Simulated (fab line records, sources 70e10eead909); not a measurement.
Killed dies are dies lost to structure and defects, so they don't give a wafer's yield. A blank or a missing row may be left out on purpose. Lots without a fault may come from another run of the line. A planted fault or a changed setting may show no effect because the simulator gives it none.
Chamber matching | flow nand_harc | NHARC_A_BONDPAD_CMP_19 on cmp-02: 4 sister chambers
The step polishes, t overpolish 30 s, cu recess touch 16 s, target thk 169.8 nm. 16 wafers are shown with their chamber, then 8 later ones without.

WAFERS WITH THEIR CHAMBER
wafer  | chamber | motor_current_A (A) | slurry_filter_dp_kPa (kPa) | overpolish_run_s (s)
L079.1 | 3       | 17.9                | 13.54                      | 29.997
L079.2 | 1       | 13.1                | 13.36                      | 29.996
L079.3 | 0       | 11.4                | 13.48                      | 29.993
L082.1 | 3       | 16.5                | 13.53                      | 29.988
L082.4 | 2       | 11.7                | 13.50                      | 29.997
L082.6 | 0       | 10.8                | 13.47                      | 29.989
L080.3 | 1       | 12.8                | 13.41                      | 29.994
L080.4 | 2       | 11.9                | 13.51                      | 29.998
L080.6 | 3       | 16.0                | 13.27                      | 29.990
L085.3 | 3       | 16.2                | 13.56                      | 29.986
L085.5 | 2       | 12.0                | 13.30                      | 29.992
L085.6 | 3       | 16.8                | 13.73                      | 29.997
L092.1 | 2       | 11.7                | 13.32                      | 29.992
L092.5 | 3       | 15.5                | 13.46                      | 30.012
L092.6 | 2       | 11.6                | 13.39                      | 29.982
L093.2 | 2       | 11.7                | 13.52                      | 29.996

SIGNATURES (means of the wafers above)
reading              | chamber 0 | chamber 1 | chamber 2 | chamber 3 | scatter within a chamber
motor_current_A      | 11.100    | 12.950    | 11.767    | 16.483    | 0.557
slurry_filter_dp_kPa | 13.4750   | 13.3850   | 13.4233   | 13.5150   | 0.117
overpolish_run_s     | 29.99100  | 29.99500  | 29.99283  | 29.99500  | 0.00727
Rule: a wafer's distance from a chamber is the root of the sum, over the readings, of the square of ((its reading less the chamber's mean) divided by the reading's scatter). The wafer belongs to the nearest chamber; if the next one is less than 2 further off, it can't be placed. The scatter: the root of (the sum of the squares of (reading less its chamber's mean) over the shown wafers, divided by (wafers less chambers)).

WAFERS WITHOUT THEIR CHAMBER
wafer  | motor_current_A (A) | slurry_filter_dp_kPa (kPa) | overpolish_run_s (s)
L093.3 | 13.2                | 13.31                      | 30.000
L093.6 | 12.3                | 13.28                      | 30.012
L094.1 | 11.2                | 13.55                      | 30.002
L094.4 | 16.9                | 13.40                      | 30.007
L094.6 | 12.6                | 13.44                      | 30.003
L097.2 | 13.4                | 13.95                      | 29.985
L097.3 | 16.8                | 13.51                      | 29.992
L097.4 | 11.4                | 13.54                      | 29.993

WHICH CHAMBER EACH WENT THROUGH
wafer  | from the rows above               | in truth
L093.3 | can't be placed: 1 or 2           | 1
L093.6 | can't be placed: 1 or 2 or 0      | 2
L094.1 | can't be placed: 0 or 2 or 1      | 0
L094.4 | 3                                 | 3
L094.6 | can't be placed: 1 or 2 or 0      | 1
L097.2 | can't be placed: 1 or 2 or 0 or 3 | 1
L097.3 | 3                                 | 3
L097.4 | can't be placed: 0 or 2           | 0
Placed correctly: 2 of 8. Can't be placed from these rows: 6 (the true chamber is among the candidates in 6). Placed wrongly: 0.
